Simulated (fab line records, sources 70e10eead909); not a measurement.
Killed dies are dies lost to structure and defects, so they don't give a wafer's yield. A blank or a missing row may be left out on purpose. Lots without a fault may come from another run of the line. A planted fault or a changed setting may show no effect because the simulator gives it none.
Which tool did it? | flow nand_harc | 23 lots, 69 wafers sampled, at 6 steps of a route of 1302

WHAT THE GAUGES READ, wafer by wafer
The record holds no reading of a measuring or inspecting step that can be judged against a usual standard deviation.

WHICH TOOL RAN EACH LOT (tool, then ch and the chambers of the sampled wafers, then the start)
lot  | NHARC_A_STAIRCASE_ETCH_15                   | NHARC_A_STAIRCASE_TRIM_22        | NHARC_A_STAIRCASE_ETCH_23      | NHARC_A_STAIRCASE_TRIM_191     | NHARC_A_STAIRCASE_TRIM_202     | NHARC_A_STAIRCASE_TRIM_222
L075 | rie_diel-03 ch 0,1,3, no start              | rie_diel-03 ch 0,1,3, no start   | rie_diel-03 ch 0,1,3, no start | rie_diel-03 ch 0,1,3, no start | rie_diel-05 ch 1,2,3, no start | rie_diel-05 ch 0,1,2, no start
L074 | rie_diel-05 ch 1,2,3, no start              | rie_diel-03 ch 0,1, no start     | rie_diel-03 ch 0,1,3, no start | rie_diel-05 ch 0,1,2, no start | rie_diel-05 ch 0,2,3, no start | rie_diel-05 ch 1,2,3, no start
L076 | rie_diel-07 ch 2,3, no start                | rie_diel-07 ch 1,2,3, no start   | rie_diel-07 ch 0,1,3, no start | rie_diel-05 ch 1,2,3, no start | rie_diel-05 ch 1,2,3, no start | rie_diel-07 ch 0,1,3, no start
L077 | rie_diel-03 ch 1,3, no start                | rie_diel-03 ch 1,2, no start     | rie_diel-03 ch 1,2,3, no start | rie_diel-05 ch 0,3, no start   | rie_diel-05 ch 0,1, no start   | rie_diel-05 ch 0,3, no start
L079 | rie_diel-03 ch 0,3, no start                | rie_diel-07 ch 1,3, no start     | rie_diel-07 ch 2,3, no start   | rie_diel-03 ch 0,2,3, no start | rie_diel-03 ch 0,1,2, no start | rie_diel-03 ch 0,3, no start
L078 | rie_diel-03 ch 2,3, no start                | rie_diel-03 ch 0,3, no start     | rie_diel-03 ch 0,2,3, no start | rie_diel-03 ch 0,1,2, no start | rie_diel-07 ch 1,2,3, no start | rie_diel-03 ch 0,1, no start
L081 | rie_diel-05 ch 1,3, no start                | rie_diel-05 ch 0,1, no start     | rie_diel-05 ch 0,2,3, no start | rie_diel-07 ch 0,2, no start   | rie_diel-05 ch 1,2, no start   | rie_diel-03 ch 1,3, no start
L080 | rie_diel-07 ch 0,2, day 18 14:26 or earlier | rie_diel-03 ch 1,2, day 18 14:26 | rie_diel-03 ch 1,2, no start   | rie_diel-07 ch 0,1,2, no start | rie_diel-03 ch 1,3, no start   | rie_diel-03 ch 2,3, no start
L082 | rie_diel-07 ch 1,2, no start                | rie_diel-05 ch 1,2,3, no start   | rie_diel-05 ch 0,1,3, no start | rie_diel-03 ch 1,2,3, no start | rie_diel-05 ch 1,2, no start   | rie_diel-07 ch 0,1,2, no start
L083 | rie_diel-07 ch 0,2, no start                | rie_diel-07 ch 0,1,2, no start   | rie_diel-07 ch 0,1, no start   | rie_diel-07 ch 1,2, no start   | rie_diel-03 ch 0,2, no start   | rie_diel-03 ch 0,3, no start
L084 | rie_diel-07 ch 0,2,3, no start              | rie_diel-07 ch 2,3, no start     | rie_diel-07 ch 0,2,3, no start | rie_diel-05 ch 1,2,3, no start | rie_diel-05 ch 0,2,3, no start | rie_diel-03 ch 2,3, no start
L085 | rie_diel-03 ch 2,3, no start                | rie_diel-03 ch 1,3, no start     | rie_diel-03 ch 0,1,3, no start | rie_diel-03 ch 1,2, no start   | rie_diel-05 ch 1,2, no start   | rie_diel-03 ch 1,2,3, no start
L086 | rie_diel-03 ch 2,3, no start                | rie_diel-07 ch 0,2,3, no start   | rie_diel-07 ch 1,2,3, no start | rie_diel-07 ch 0,1,2, no start | rie_diel-07 ch 0,2, no start   | rie_diel-07 ch 0,1, no start
L087 | rie_diel-03 ch 1,2,3, no start              | rie_diel-05 ch 0,2, no start     | rie_diel-05 ch 0,2,3, no start | rie_diel-03 ch 1,2, no start   | rie_diel-03 ch 0,1,2, no start | rie_diel-03 ch 1,2,3, no start
L089 | rie_diel-03 ch 1,2, no start                | rie_diel-07 ch 0,2,3, no start   | rie_diel-07 ch 0,2,3, no start | rie_diel-03 ch 0,1,2, no start | rie_diel-03 ch 0,3, no start   | rie_diel-05 ch 1,2, no start
L088 | rie_diel-05 ch 0,1,2, no start              | rie_diel-05 ch 2,3, no start     | rie_diel-05 ch 1,3, no start   | rie_diel-03 ch 1,2, no start   | rie_diel-03 ch 0,1,2, no start | rie_diel-05 ch 0,1,3, no start
L090 | rie_diel-05 ch 0,2, no start                | rie_diel-05 ch 0,1,2, no start   | rie_diel-05 ch 0,1,2, no start | rie_diel-07 ch 1,3, no start   | rie_diel-05 ch 0,1,2, no start | rie_diel-03 ch 2,3, no start
L092 | rie_diel-05 ch 0,2,3, no start              | rie_diel-07 ch 1,2, no start     | rie_diel-07 ch 0,1,2, no start | rie_diel-07 ch 0,2,3, no start | rie_diel-03 ch 0,1, no start   | rie_diel-03 ch 0,1,3, no start
L093 | rie_diel-07 ch 0,1, no start                | rie_diel-07 ch 1,3, no start     | rie_diel-07 ch 1,3, no start   | rie_diel-07 ch 0,1,3, no start | rie_diel-07 ch 0,1,3, no start | rie_diel-07 ch 0,1, no start
L095 | rie_diel-03 ch 0,1,3, no start              | rie_diel-03 ch 1,2,3, no start   | rie_diel-03 ch 0,3, no start   | rie_diel-03 ch 1,2, no start   | rie_diel-03 ch 0,1,3, no start | rie_diel-03 ch 0,3, no start
L094 | rie_diel-05 ch 1,2,3, no start              | rie_diel-07 ch 0,1,3, no start   | rie_diel-07 ch 0,1,3, no start | rie_diel-03 ch 1,2,3, no start | rie_diel-03 ch 0,1,3, no start | rie_diel-05 ch 1,2,3, no start
L096 | rie_diel-03 ch 1,2, no start                | rie_diel-03 ch 1,2, no start     | rie_diel-03 ch 1,2,3, no start | rie_diel-07 ch 0,3, no start   | rie_diel-03 ch 1,3, no start   | rie_diel-07 ch 0,1,2, no start
L097 | rie_diel-03 ch 1,2, no start                | rie_diel-07 ch 0,1,3, no start   | rie_diel-07 ch 0,1, no start   | rie_diel-03 ch 1,2, no start   | rie_diel-07 ch 2,3, no start   | rie_diel-03 ch 2,3, no start
- NHARC_A_STAIRCASE_ETCH_15: etches the open film in C4F8/O2, target depth 100 nm, time 40.5 s.
- NHARC_A_STAIRCASE_TRIM_22: chemistry O2, time 211.2 s.
- NHARC_A_STAIRCASE_ETCH_23: etches the open film in C4F8/O2, target depth 100 nm, time 40.5 s.
- NHARC_A_STAIRCASE_TRIM_191: chemistry O2, time 211.2 s.
- NHARC_A_STAIRCASE_TRIM_202: chemistry O2, time 211.2 s.
- NHARC_A_STAIRCASE_TRIM_222: chemistry O2, time 211.2 s.

WHAT THE TOOLS THEMSELVES READ (means of the sampled wafers that have a number; where no wafer has one, the mark that the record gives instead)
NHARC_A_STAIRCASE_ETCH_15.
lot  | tool        | oes_product_au (a.u.) | rf_vpp_V (V)
L075 | rie_diel-03 | 0.939                 | 894
L074 | rie_diel-05 | 0.940                 | 898
L076 | rie_diel-07 | 0.932                 | 892
L077 | rie_diel-03 | 0.935                 | 899
L079 | rie_diel-03 | 0.931                 | 900
L078 | rie_diel-03 | 0.944                 | 904
L081 | rie_diel-05 | 0.935                 | 893
L080 | rie_diel-07 | 0.930                 | 892
L082 | rie_diel-07 | 0.935                 | 899
L083 | rie_diel-07 | 0.935                 | 896
L084 | rie_diel-07 | 0.929                 | 896
L085 | rie_diel-03 | 0.961                 | 904
L086 | rie_diel-03 | 0.950                 | 904
L087 | rie_diel-03 | 0.946                 | 905
L089 | rie_diel-03 | 0.940                 | 905
L088 | rie_diel-05 | 0.950                 | 898
L090 | rie_diel-05 | 0.939                 | 902
L092 | rie_diel-05 | 0.940                 | 901
L093 | rie_diel-07 | 0.948                 | 903
L095 | rie_diel-03 | 0.935                 | 899
L094 | rie_diel-05 | 0.934                 | 898
L096 | rie_diel-03 | 0.940                 | 904
L097 | rie_diel-03 | 0.934                 | 904

NHARC_A_STAIRCASE_TRIM_22.
lot  | tool        | drypump_motor_current_A (A) | oes_product_au (a.u.) | rf_vpp_V (V) | showerhead_plenum_p_Torr (Torr) | throttle_valve_pct (%)
L075 | rie_diel-03 | 6.2                         | 0.994                 | 57.0         | 3.47                            | 17.035
L074 | rie_diel-03 | 5.8                         | 1.007                 | 57.1         | 3.31                            | 17.039
L076 | rie_diel-07 | 5.9                         | 0.988                 | 57.0         | 3.58                            | 17.036
L077 | rie_diel-03 | 6.1                         | 1.000                 | 56.6         | 3.45                            | 17.036
L079 | rie_diel-07 | 6.0                         | 0.990                 | 58.3         | 3.69                            | 17.032
L078 | rie_diel-03 | 6.0                         | 1.005                 | 58.7         | 3.47                            | 17.038
L081 | rie_diel-05 | 5.2                         | 0.988                 | 57.1         | 3.45                            | 17.026
L080 | rie_diel-03 | 6.1                         | 1.002                 | 58.4         | 3.44                            | 17.045
L082 | rie_diel-05 | 5.7                         | 0.990                 | 58.5         | 3.57                            | 17.039
L083 | rie_diel-07 | 5.8                         | 0.988                 | 57.3         | 3.58                            | 17.044
L084 | rie_diel-07 | 6.0                         | 1.004                 | 57.5         | 3.52                            | 17.034
L085 | rie_diel-03 | 6.5                         | 1.004                 | 58.7         | 3.78                            | 17.033
L086 | rie_diel-07 | 5.9                         | 0.994                 | 57.6         | 3.52                            | 17.038
L087 | rie_diel-05 | 5.7                         | 0.997                 | 58.5         | 3.70                            | 17.036
L089 | rie_diel-07 | 6.0                         | 0.991                 | 58.4         | 3.52                            | 17.036
L088 | rie_diel-05 | 5.9                         | 0.992                 | 58.0         | 3.69                            | 17.046
L090 | rie_diel-05 | 5.5                         | 0.991                 | 57.5         | 3.57                            | 17.033
L092 | rie_diel-07 | 5.7                         | 0.994                 | 58.3         | 3.45                            | 17.032
L093 | rie_diel-07 | 5.9                         | 0.999                 | 58.4         | 3.70                            | 17.040
L095 | rie_diel-03 | 6.3                         | 1.011                 | 58.7         | 3.76                            | 17.029
L094 | rie_diel-07 | 5.9                         | 0.998                 | 58.4         | 3.66                            | 17.045
L096 | rie_diel-03 | 6.1                         | 1.009                 | 58.1         | 3.76                            | 17.033
L097 | rie_diel-07 | 6.0                         | 0.999                 | 57.7         | 3.66                            | 17.037

NHARC_A_STAIRCASE_ETCH_23.
lot  | tool        | oes_product_au (a.u.) | rf_vpp_V (V)
L075 | rie_diel-03 | 0.937                 | 894
L074 | rie_diel-03 | 0.948                 | 893
L076 | rie_diel-07 | 0.941                 | 902
L077 | rie_diel-03 | 0.946                 | 900
L079 | rie_diel-07 | 0.948                 | 892
L078 | rie_diel-03 | 0.951                 | 900
L081 | rie_diel-05 | 0.945                 | 901
L080 | rie_diel-03 | 0.948                 | 898
L082 | rie_diel-05 | 0.959                 | 895
L083 | rie_diel-07 | 0.943                 | 904
L084 | rie_diel-07 | 0.931                 | 895
L085 | rie_diel-03 | 0.957                 | 898
L086 | rie_diel-07 | 0.963                 | 897
L087 | rie_diel-05 | 0.958                 | 900
L089 | rie_diel-07 | 0.954                 | 895
L088 | rie_diel-05 | 0.948                 | 894
L090 | rie_diel-05 | 0.935                 | 897
L092 | rie_diel-07 | 0.954                 | 897
L093 | rie_diel-07 | 0.937                 | 903
L095 | rie_diel-03 | 0.940                 | 898
L094 | rie_diel-07 | 0.951                 | 900
L096 | rie_diel-03 | 0.943                 | 904
L097 | rie_diel-07 | 0.963                 | 901

NHARC_A_STAIRCASE_TRIM_191.
lot  | tool        | drypump_motor_current_A (A) | oes_product_au (a.u.) | rf_vpp_V (V) | showerhead_plenum_p_Torr (Torr) | throttle_valve_pct (%)
L075 | rie_diel-03 | 6.1                         | 0.993                 | 57.5         | 3.47                            | 17.037
L074 | rie_diel-05 | 5.5                         | 0.998                 | 58.2         | 3.59                            | 17.041
L076 | rie_diel-05 | 5.7                         | 1.000                 | 58.0         | 3.58                            | 17.028
L077 | rie_diel-05 | 5.1                         | 0.996                 | 57.3         | 3.59                            | 17.032
L079 | rie_diel-03 | 6.1                         | 0.998                 | 57.6         | 3.62                            | 17.030
L078 | rie_diel-03 | 6.0                         | 1.002                 | 58.0         | 3.46                            | 17.033
L081 | rie_diel-07 | 5.8                         | 0.996                 | 57.9         | 3.54                            | 17.034
L080 | rie_diel-07 | 5.8                         | 1.000                 | 58.5         | 3.58                            | 17.034
L082 | rie_diel-03 | 6.3                         | 1.001                 | 57.7         | 3.61                            | 17.039
L083 | rie_diel-07 | 5.8                         | 1.008                 | 57.1         | 3.62                            | 17.041
L084 | rie_diel-05 | 5.7                         | 0.993                 | 58.2         | 3.56                            | 17.039
L085 | rie_diel-03 | 6.1                         | 1.014                 | 57.8         | 3.77                            | 17.036
L086 | rie_diel-07 | 5.8                         | 0.995                 | 58.5         | 3.57                            | 17.032
L087 | rie_diel-03 | 6.0                         | 1.010                 | 58.2         | 3.77                            | 17.043
L089 | rie_diel-03 | 5.9                         | 1.000                 | 58.4         | 3.62                            | 17.043
L088 | rie_diel-03 | 6.0                         | 1.010                 | 58.0         | 3.77                            | 17.038
L090 | rie_diel-07 | 5.9                         | 1.005                 | 57.9         | 3.71                            | 17.037
L092 | rie_diel-07 | 5.9                         | 0.996                 | 57.2         | 3.52                            | 17.035
L093 | rie_diel-07 | 6.0                         | 0.996                 | 58.0         | 3.66                            | 17.033
L095 | rie_diel-03 | 6.1                         | 1.002                 | 58.5         | 3.76                            | 17.029
L094 | rie_diel-03 | 6.3                         | 1.005                 | 58.1         | 3.76                            | 17.035
L096 | rie_diel-07 | 6.0                         | 0.997                 | 57.3         | 3.62                            | 17.048
L097 | rie_diel-03 | 6.1                         | 0.991                 | 59.0         | 3.77                            | 17.032

NHARC_A_STAIRCASE_TRIM_202.
lot  | tool        | drypump_motor_current_A (A) | oes_product_au (a.u.) | rf_vpp_V (V) | showerhead_plenum_p_Torr (Torr) | throttle_valve_pct (%)
L075 | rie_diel-05 | 5.7                         | 0.999                 | 58.2         | 3.58                            | 17.033
L074 | rie_diel-05 | 5.4                         | 1.006                 | 57.2         | 3.66                            | 17.039
L076 | rie_diel-05 | 5.7                         | 0.996                 | 58.2         | 3.58                            | 17.037
L077 | rie_diel-05 | 5.2                         | 0.994                 | 58.3         | 3.45                            | 17.039
L079 | rie_diel-03 | 5.9                         | 1.010                 | 57.4         | 3.46                            | 17.039
L078 | rie_diel-07 | 5.9                         | 0.995                 | 58.5         | 3.57                            | 17.039
L081 | rie_diel-05 | 6.0                         | 0.987                 | 57.5         | 3.63                            | 17.040
L080 | rie_diel-03 | 6.3                         | 0.996                 | 58.1         | 3.45                            | 17.043
L082 | rie_diel-05 | 6.0                         | 0.987                 | 58.2         | 3.63                            | 17.037
L083 | rie_diel-03 | 6.0                         | 1.009                 | 57.7         | 3.61                            | 17.031
L084 | rie_diel-05 | 5.4                         | 0.994                 | 57.7         | 3.64                            | 17.036
L085 | rie_diel-05 | 6.0                         | 0.988                 | 58.8         | 3.63                            | 17.028
L086 | rie_diel-07 | 5.9                         | 1.002                 | 58.0         | 3.53                            | 17.032
L087 | rie_diel-03 | 6.0                         | 1.008                 | 57.5         | 3.62                            | 17.044
L089 | rie_diel-03 | 6.0                         | 1.004                 | 57.6         | 3.46                            | 17.050
L088 | rie_diel-03 | 6.0                         | 1.005                 | 57.9         | 3.61                            | 17.037
L090 | rie_diel-05 | 5.5                         | 0.995                 | 58.5         | 3.56                            | 17.036
L092 | rie_diel-03 | 6.0                         | 1.003                 | 58.1         | 3.63                            | 17.042
L093 | rie_diel-07 | 6.0                         | 0.994                 | 58.6         | 3.66                            | 17.042
L095 | rie_diel-03 | 6.1                         | 1.005                 | 57.5         | 3.61                            | 17.038
L094 | rie_diel-03 | 6.1                         | 0.998                 | 59.2         | 3.61                            | 17.039
L096 | rie_diel-03 | 6.5                         | 1.006                 | 58.5         | 3.77                            | 17.042
L097 | rie_diel-07 | 6.0                         | 1.001                 | 57.7         | 3.49                            | 17.029

NHARC_A_STAIRCASE_TRIM_222.
lot  | tool        | drypump_motor_current_A (A) | oes_product_au (a.u.) | rf_vpp_V (V) | showerhead_plenum_p_Torr (Torr) | throttle_valve_pct (%)
L075 | rie_diel-05 | 5.5                         | 0.997                 | 57.8         | 3.59                            | 17.035
L074 | rie_diel-05 | 5.7                         | 1.011                 | 58.4         | 3.58                            | 17.028
L076 | rie_diel-07 | 6.0                         | 0.997                 | 58.3         | 3.70                            | 17.034
L077 | rie_diel-05 | 4.9                         | 0.988                 | 57.7         | 3.60                            | 17.038
L079 | rie_diel-03 | 6.0                         | 0.990                 | 57.8         | 3.47                            | 17.036
L078 | rie_diel-03 | 6.0                         | 1.004                 | 57.1         | 3.30                            | 17.030
L081 | rie_diel-03 | 6.3                         | 0.993                 | 57.6         | 3.45                            | 17.042
L080 | rie_diel-03 | 6.3                         | 1.009                 | 58.0         | 3.77                            | 17.037
L082 | rie_diel-07 | 5.8                         | 0.992                 | 57.1         | 3.58                            | 17.047
L083 | rie_diel-03 | 6.0                         | 1.003                 | 58.1         | 3.46                            | 17.029
L084 | rie_diel-03 | 6.5                         | 1.000                 | 58.1         | 3.77                            | 17.044
L085 | rie_diel-03 | 6.3                         | 1.003                 | 57.9         | 3.78                            | 17.039
L086 | rie_diel-07 | 5.9                         | 0.999                 | 58.5         | 3.69                            | 17.027
L087 | rie_diel-03 | 6.2                         | 1.002                 | 58.1         | 3.77                            | 17.038
L089 | rie_diel-05 | 6.0                         | 0.988                 | 57.9         | 3.63                            | 17.033
L088 | rie_diel-05 | 5.2                         | 1.000                 | 57.7         | 3.50                            | 17.039
L090 | rie_diel-03 | 6.5                         | 1.006                 | 58.0         | 3.76                            | 17.034
L092 | rie_diel-03 | 6.1                         | 1.006                 | 57.5         | 3.62                            | 17.042
L093 | rie_diel-07 | 5.8                         | 0.995                 | 58.6         | 3.71                            | 17.042
L095 | rie_diel-03 | 6.3                         | 1.004                 | 58.2         | 3.60                            | 17.033
L094 | rie_diel-05 | 5.7                         | 0.993                 | 57.8         | 3.55                            | 17.029
L096 | rie_diel-07 | 5.8                         | 1.007                 | 58.5         | 3.55                            | 17.034
L097 | rie_diel-03 | 6.5                         | 1.007                 | 58.5         | 3.75                            | 17.035

THE ANSWER, worked out from the rows above alone
Rule: what is usual is taken from the lots themselves. Put in order of their means at a reading, lots are off if they are a third of the lots or fewer, leave a main group of 4 or more, and stand apart from it by a gap of 3 or more times the standard deviation of the main group's means; of several such gaps the widest counts. A main group whose means are all the same, to the digits that the tables above print for the reading, isn't used. A lot without any number at a reading at which 4 lots or more have one is off too. The other lots that the step has rows for count as sound. The gauges are gone through in route order, then the tools' own readings, and for those a lot's mean is taken as printed above. The first step at which some lot is off is used, and at that step the reading that is off furthest; a lot without a number counts as furthest.
No lot is off at any reading shown: from this, nothing can be told.

WHAT THE SIMULATOR HAD PUT IN
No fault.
